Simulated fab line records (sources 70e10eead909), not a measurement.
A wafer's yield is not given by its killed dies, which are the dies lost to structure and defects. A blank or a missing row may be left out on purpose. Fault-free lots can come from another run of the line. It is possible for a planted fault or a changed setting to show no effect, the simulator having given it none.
A single fault, viewed from 2 desks :: flow nand_harc :: only its own numbers are on each desk; what lay behind them is given at the end

== FOR THE TOOL OWNER'S DESK: arfi_scanner-02 ==
The tool's own readings at NHARC_P_M2_EXPOSE_06 (exposes mask P M2, target cd 170 nm): means of the sampled wafers that have a number, for each lot that ran on this tool. Marked OUT: a lot whose mean sits more than 4 standard deviations from the usual mean, which makes it out of limits; the brackets give that distance.
Columns: A = exposure_dose_mJ_cm2 at NHARC_P_M2_EXPOSE_06, usual 80.74
lot: L144
first seen here: day 6 14:19
A: 80.85

lot: L147
first seen here: day 6 20:58
A: 80.74

lot: L149
first seen here: day 7 10:27
A: 80.80

lot: L155
first seen here: day 9 01:53
A: 80.80

lot: L160
first seen here: day 10 07:32
A: 80.28 (-4.9) OUT
This desk finds L160 out of limits, L160 being first, at day 10 07:32 (exposure_dose_mJ_cm2 at NHARC_P_M2_EXPOSE_06). L144, L147, L149, L155 stayed within limits.

== AT THE METROLOGY DESK ==
What the gauges read, lot by lot, whatever tool the lot ran on: means of the sampled wafers that have a number. Marked OUT: a lot whose mean sits more than 4 standard deviations from the usual mean, which makes it out of limits; the brackets give that distance.
Columns: A = thk_nm at NHARC_P_M1_THK_MEAS_24, usual 157.2 nm
lot: L144
first seen here: day 6 12:32
A: 159.0

lot: L145
first seen here: day 6 16:03
A: 155.8

lot: L147
first seen here: day 6 19:29
A: 158.2

lot: L149
first seen here: day 7 09:02
A: 157.6

lot: L150
first seen here: day 7 14:49
A: 158.8

lot: L151
first seen here: day 7 20:16
A: 156.8

lot: L152
first seen here: day 8 07:02
A: 155.7

lot: L155
first seen here: day 9 00:30
A: 158.1

lot: L156
first seen here: day 9 11:37
A: 157.8

lot: L160
first seen here: day 10 06:07
A: 156.3

lot: L164
first seen here: day 10 23:53
A: 156.4

lot: L166
first seen here: day 11 08:04
A: 156.7
Finding of this desk: none of the 12 lots has anything out of limits.

== BROUGHT TOGETHER ==
The tool owner's desk could have raised an alarm at day 10 07:32, on L160.
Metrology desk: nothing out of limits seen.
The metrology desk has L160 on record, within its limits.
On arfi_scanner-02, each named lot ran NHARC_P_M2_EXPOSE_06.

== WHAT WAS PUT IN BY THE SIMULATOR ==
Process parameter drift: arfi_scanner-02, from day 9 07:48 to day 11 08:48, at NHARC_P_M2_EXPOSE_06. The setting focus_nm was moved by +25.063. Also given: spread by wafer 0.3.
Shown lots that were struck: L160.
Hours from the fault's start to each desk's first reading out of limits: the tool owner's desk, 24.
